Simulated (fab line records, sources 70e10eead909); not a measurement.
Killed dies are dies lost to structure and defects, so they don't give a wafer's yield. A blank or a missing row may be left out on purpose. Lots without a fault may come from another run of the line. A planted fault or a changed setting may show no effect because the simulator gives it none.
Which tool did it? | flow nand_harc | 6 lots, 18 wafers sampled, at 5 steps of a route of 1302

WHAT THE GAUGES READ, wafer by wafer
NHARC_END_SORT_01.
lot  | measured     | on        | killed_at_array
L874 | day 27 15:37 | prober-01 | 59 82 88

WHICH TOOL RAN EACH LOT (tool, then ch and the chambers of the sampled wafers, then the start)
lot  | NHARC_A_CHANNEL_HOLE_D1_DEP_00 | NHARC_A_CHANNEL_HOLE_D1_PEB_08    | NHARC_A_CHANNEL_HOLE_D1_ETCH_38    | NHARC_A_CHANNEL_HOLE_D1_ETCH_19
L866 | acl_dep-01 ch 0, day 8 19:40   | litho_track-01 ch 0, day 8 22:08  | rie_diel-03 ch 1,2,3, day 8 22:29  | har_etch-01 ch 0,1, day 9 00:06
L869 | acl_dep-02 ch 0, day 9 22:59   | litho_track-06 ch 0, day 10 01:43 | rie_diel-04 ch 0,1,3, day 10 02:05 | har_etch-02 ch 0,1, day 10 03:10
L873 | acl_dep-02 ch 0, day 11 03:28  | litho_track-04 ch 0, day 11 05:42 | rie_diel-03 ch 0,1,2, day 11 06:04 | har_etch-01 ch 0,1, day 11 07:09
L874 | acl_dep-01 ch 0, day 11 17:47  | litho_track-06 ch 0, day 11 20:22 | rie_diel-03 ch 0,1,3, day 11 20:43 | har_etch-01 ch 0,1, day 11 21:48
L877 | acl_dep-02 ch 0, day 13 03:27  | litho_track-06 ch 0, day 13 05:41 | rie_diel-06 ch 1,2,3, day 13 06:02 | har_etch-01 ch 0,1, day 13 08:13
L889 | acl_dep-02 ch 0, day 17 15:19  | litho_track-01 ch 0, day 17 17:54 | rie_diel-03 ch 0,1,3, day 17 18:15 | har_etch-02 ch 0,1, day 18 02:48
- NHARC_A_CHANNEL_HOLE_D1_DEP_00: deposits aC, target thk 3100 nm.
- NHARC_A_CHANNEL_HOLE_D1_PEB_08: peb time 65 s.
- NHARC_A_CHANNEL_HOLE_D1_ETCH_38: etches the open film in CF4, target depth 39 nm, time 65 s.
- NHARC_A_CHANNEL_HOLE_D1_ETCH_19: etches the open film in C4F8/O2/Ar, time 34.5 s.

THE ANSWER, worked out from the rows above alone
Rule: what is usual is taken from the lots themselves. Put in order of their means at a reading, lots are off if they are a third of the lots or fewer, leave a main group of 4 or more, and stand apart from it by a gap of 3 or more times the standard deviation of the main group's means; of several such gaps the widest counts. A main group whose means are all the same, to the digits that the tables above print for the reading, isn't used. A lot without any number at a reading at which 4 lots or more have one is off too. The other lots that the step has rows for count as sound.
No lot is off at any reading shown: from this, nothing can be told.

WHAT THE SIMULATOR HAD PUT IN
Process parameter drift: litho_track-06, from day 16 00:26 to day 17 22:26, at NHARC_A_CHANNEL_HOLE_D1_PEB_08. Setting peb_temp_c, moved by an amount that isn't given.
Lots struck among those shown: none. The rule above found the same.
